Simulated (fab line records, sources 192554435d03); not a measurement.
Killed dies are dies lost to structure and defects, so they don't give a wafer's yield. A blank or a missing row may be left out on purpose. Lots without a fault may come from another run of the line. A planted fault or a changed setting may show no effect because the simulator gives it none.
A struck lot beside a sound one | flow n5_finfet | 32 steps out of a route of 1938
Sound: wafers L558.3, L558.5, L558.6. Struck: wafer L567.1. (L567.3, L567.6 of the same lot were not struck and are left out.) The cause comes at the end.
At each step with rows: each side's tool, then ch and its chambers, then its first start. Under that, the readings that differ: sound wafers | struck wafers | difference of the means | sigmas: that difference in standard deviations of wafers without a fault.
alike: readings whose means differ by less than 2 such deviations, and words and numbers that are the same on both sides. not compared: withheld readings, readings that some wafer has no value for, bounds like >300 that may hide the same value, and numbers for which the record gives no deviation and whose values overlap.
The two part at a step that has a row with sigmas, a row that says differs or no value, or rows on one side only. Numbers that don't overlap but have no deviation are shown without sigmas and don't part them. A reading that every wafer of one side lacks parts them only if that side has two wafers or more.

first, 6 steps without rows for these wafers: N5_MIM_TOP_LITHO_EBR_04; N5_MIM_TOP_LITHO_SOFTBAKE_03 (time 90 s); N5_MIM_TOP_LITHO_EXPOSE_05 (exposes mask MIM TOP, target cd 2000 nm); N5_MIM_TOP_LITHO_PEB_06; N5_MIM_TOP_LITHO_DEVELOP_07 (develop time 60 s); N5_MIM_TOP_LITHO_HARDBAKE_09 (time 120 s).
N5_MIM_TOP_LITHO_CD_MEAS_08: target cd 2000 nm.
  sound on cd_sem-02 ch 0, day 11 21:57; struck on cd_sem-01 ch 0, day 14 01:57
  alike: cd_nm
N5_MIM_TOP_LITHO_OVL_MEAS_11:
  sound on overlay-02 ch 0, day 11 21:59; struck on overlay-02 ch 0, day 14 01:59
  alike: MIM_TOP_OVL
N5_MIM_TOP_LITHO_INSPECT_12: inspects for defects (macro).
  sound on defect_inspect-01, day 11 22:00; struck on defect_inspect-01, day 14 02:00
  alike: raw_defect_count
then, 1 step without rows for these wafers: N5_MIM_TOP_LITHO_DESCUM_10 (chemistry O2, time 7.9 s).
N5_MIM_TOP_ETCH_ETCH_00: etches TiN in Cl2/BCl3, target depth 38.5 nm.
  sound on rie_metal-02 ch 0,1, day 11 22:11; struck on rie_metal-02 ch 1, day 14 02:07
  reading                | sound | struck | difference                   | sigmas
  rf_hours_counter_h (h) | - - - | 16     | no value on the sound wafers |
  alike: drypump_motor_current_A, mfc_ar_sccm, oes_product_au, throttle_valve_pct
N5_MIM_TOP_ETCH_STRIP_01: strips in O2.
  sound on rie_diel-02 ch 1,2, day 11 22:17; struck on rie_diel-01 ch 1, day 14 02:16
  reading                         | sound          | struck | difference | sigmas
  showerhead_plenum_p_Torr (Torr) | 1.98 1.93 1.98 | 2.22   | +0.26      | +3
  alike: drypump_motor_current_A, o2_flow_sccm, oes_product_au, rf_vpp_V, throttle_valve_pct
  not compared: rf_hours_counter_h
N5_MIM_TOP_ETCH_PECVD_03: deposits SiNx from SiH4/NH3/N2, target thk 20 nm, time 17.6 s.
  sound on pecvd-02 ch 0,2, day 11 22:22; struck on pecvd-02 ch 1, day 14 02:20
  reading                                         | sound          | struck | difference | sigmas
  model.SiNx_of_MIM_TOP_ETCH_PECVD_03.thk_nm (nm) | 19.8 20.6 20.6 | 10.8   | -9.5       |
  alike: heater_power_w, showerhead_plenum_p_Torr, showerhead_vpp_V, throttle_valve_pct
then, 8 steps without rows for these wafers: N5_MIM_BOT_LITHO_HMDS_01 (time 60 s); N5_MIM_BOT_LITHO_COAT_02; N5_MIM_BOT_LITHO_EBR_04; N5_MIM_BOT_LITHO_SOFTBAKE_03 (time 90 s); N5_MIM_BOT_LITHO_EXPOSE_05 (exposes mask MIM BOT); N5_MIM_BOT_LITHO_PEB_06; N5_MIM_BOT_LITHO_DEVELOP_07 (develop time 60 s); N5_MIM_BOT_LITHO_HARDBAKE_09 (time 120 s).
N5_MIM_BOT_LITHO_CD_MEAS_08: target cd 3000 nm.
  sound on cd_sem-03 ch 0, day 11 22:50; struck on cd_sem-03 ch 0, day 14 02:41
  alike: cd_nm
N5_MIM_BOT_LITHO_OVL_MEAS_11:
  sound on overlay-01 ch 0, day 11 22:53; struck on overlay-02 ch 0, day 14 02:43
  alike: MIM_BOT_OVL
N5_MIM_BOT_LITHO_INSPECT_12: inspects for defects (macro).
  sound on defect_inspect-01, day 11 22:54; struck on defect_inspect-02, day 14 02:44
  alike: raw_defect_count
N5_MIM_BOT_LITHO_DESCUM_10: chemistry O2, time 7.9 s.
  sound on rie_diel-05 ch 0,2, day 11 22:56; struck on rie_diel-06 ch 0, day 14 02:46
  reading                | sound             | struck | difference | sigmas
  throttle_valve_pct (%) | 20.84 20.87 20.38 | 20.22  | -0.48      | -2
  alike: drypump_motor_current_A, o2_flow_sccm, oes_product_au, rf_vpp_V, showerhead_plenum_p_Torr
  not compared: rf_hours_counter_h
then, 1 step without rows for these wafers: N5_MIM_BOT_ETCH_ETCH_04 (etches SiNx in CF4/O2, target depth 26 nm, time 13 s).
N5_MIM_BOT_ETCH_ETCH_03: etches the open film in Cl2/BCl3, target depth 12 nm.
  sound on rie_metal-01 ch 0,1, day 11 23:07; struck on rie_metal-01 ch 0, day 14 02:56
  reading                | sound | struck | difference                   | sigmas
  rf_hours_counter_h (h) | - - - | 26     | no value on the sound wafers |
  alike: drypump_motor_current_A, oes_product_au, throttle_valve_pct
then, 1 step without rows for these wafers: N5_MIM_BOT_ETCH_ETCH_00 (etches TiN in Cl2/BCl3, target depth 45.5 nm).
N5_MIM_BOT_ETCH_STRIP_01: strips in O2.
  sound on rie_diel-05 ch 0,2, day 11 23:19; struck on rie_diel-04 ch 1, day 14 03:15
  alike: drypump_motor_current_A, o2_flow_sccm, oes_product_au, rf_vpp_V, showerhead_plenum_p_Torr, throttle_valve_pct
  not compared: rf_hours_counter_h
N5_MIM_BOT_ETCH_STRIP_02: strips in post etch residue remover, time 1200 s.
  sound on wet_bench-01 ch 0,6,7, day 11 23:23; struck on wet_bench-02 ch 3, day 14 03:19
  reading                                         | sound          | struck | difference | sigmas
  model.SiNx_of_MIM_TOP_ETCH_PECVD_03.thk_nm (nm) | 19.6 20.2 20.2 | 10.6   | -9.4       |
then, 2 steps without rows for these wafers: N5_MIM_BOT_ETCH_CLEAN_05 (cleans in IPA, time 180 s); N5_PASSIVATION_PROBE_49.

WHERE THEY PART
First at N5_MIM_TOP_ETCH_ETCH_00; last, within this record, at N5_MIM_BOT_ETCH_ETCH_03. Later steps at which nothing parts them and some readings are alike: N5_MIM_BOT_ETCH_STRIP_01.

WHY: what the simulator had put in
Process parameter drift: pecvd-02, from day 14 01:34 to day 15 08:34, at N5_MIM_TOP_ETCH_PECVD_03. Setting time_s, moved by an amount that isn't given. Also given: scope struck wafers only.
